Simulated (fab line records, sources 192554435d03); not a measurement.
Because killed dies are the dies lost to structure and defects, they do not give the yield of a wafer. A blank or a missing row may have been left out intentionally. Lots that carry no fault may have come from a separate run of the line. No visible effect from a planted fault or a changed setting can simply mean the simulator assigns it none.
Chamber matching | flow n5 finfet | 4 sister chambers for N5_BEOL_M2_ETCHBACK_99 on rie diel-04
The step etches SiO2 in CHF3, target depth 5 nm, time 10.4 s. 18 wafers are shown with their chamber, then 9 later ones without.

WAFERS, EACH WITH ITS CHAMBER
wafer  | chamber | drypump motor current A (A) | rf vpp V (V) | throttle valve pct (%)
L075.1 | 2       | 6.1                         | 239.7        | 16.81
L075.4 | 0       | 5.3                         | 247.9        | 16.90
L075.5 | 3       | 6.0                         | 237.0        | 17.42
L077.1 | 1       | 5.0                         | 241.7        | 16.64
L077.4 | 0       | 5.4                         | 246.5        | 16.91
L077.5 | 2       | 6.1                         | 238.3        | 16.83
L083.1 | 1       | 5.1                         | 241.2        | 16.68
L083.4 | 2       | 6.1                         | 237.9        | 16.87
L083.6 | 2       | 6.1                         | 237.4        | 16.86
L085.3 | 3       | 6.0                         | 242.2        | 17.01
L085.4 | 1       | 5.0                         | 242.2        | 16.68
L085.5 | 2       | 6.1                         | 238.3        | 16.87
L086.1 | 2       | 6.1                         | 238.1        | 16.86
L086.4 | 1       | 5.1                         | 240.2        | 16.68
L086.5 | 0       | 5.3                         | 246.0        | 16.96
L089.3 | 2       | 6.1                         | 236.4        | 16.89
L089.4 | 1       | 5.0                         | 241.3        | 16.70
L089.6 | 3       | 6.0                         | 241.9        | 17.04

SIGNATURES, as means of the wafers listed above
reading                 | chamber 0 | chamber 1 | chamber 2 | chamber 3 | scatter within a chamber
drypump motor current A | 5.333     | 5.040     | 6.100     | 6.000     | 0.0365
rf vpp V                | 246.800   | 241.320   | 238.014   | 240.367   | 1.39
throttle valve pct      | 16.9233   | 16.6760   | 16.8557   | 17.1567   | 0.0898
Rule: for a wafer and a chamber, the distance is found by dividing, reading by reading, the gap between the wafer's reading and the chamber's mean by the reading's scatter, squaring, summing and taking the root. The wafer belongs to the nearest chamber; if the next one is less than 2 further off, it can't be placed. How the scatter is found: for the shown wafers, subtract from each reading the mean of its chamber, square and add these, divide the total by (wafers less chambers), then take the root.

WAFERS WITH NO CHAMBER GIVEN
wafer  | drypump motor current A (A) | rf vpp V (V) | throttle valve pct (%)
L091.2 | 6.1                         | 238.8        | 16.86
L091.3 | 5.1                         | 241.9        | 16.69
L091.4 | 5.3                         | 246.7        | 16.98
L092.2 | 6.0                         | 241.3        | 17.04
L092.4 | 5.0                         | 241.4        | 16.72
L092.5 | 6.0                         | 243.8        | 17.05
L095.1 | 6.0                         | 243.4        | 17.06
L095.3 | 5.3                         | 247.0        | 17.01
L095.6 | 5.3                         | 245.8        | 16.99

THE CHAMBER EACH PASSED THROUGH
wafer  | from the rows above | in truth
L091.2 | 2                   | 2
L091.3 | 1                   | 1
L091.4 | 0                   | 0
L092.2 | 3                   | 3
L092.4 | 1                   | 1
L092.5 | 3                   | 3
L095.1 | 3                   | 3
L095.3 | 0                   | 0
L095.6 | 0                   | 0
Correct placement for 9 of the 9. Can't be placed from these rows: 0. Number placed wrongly: 0.
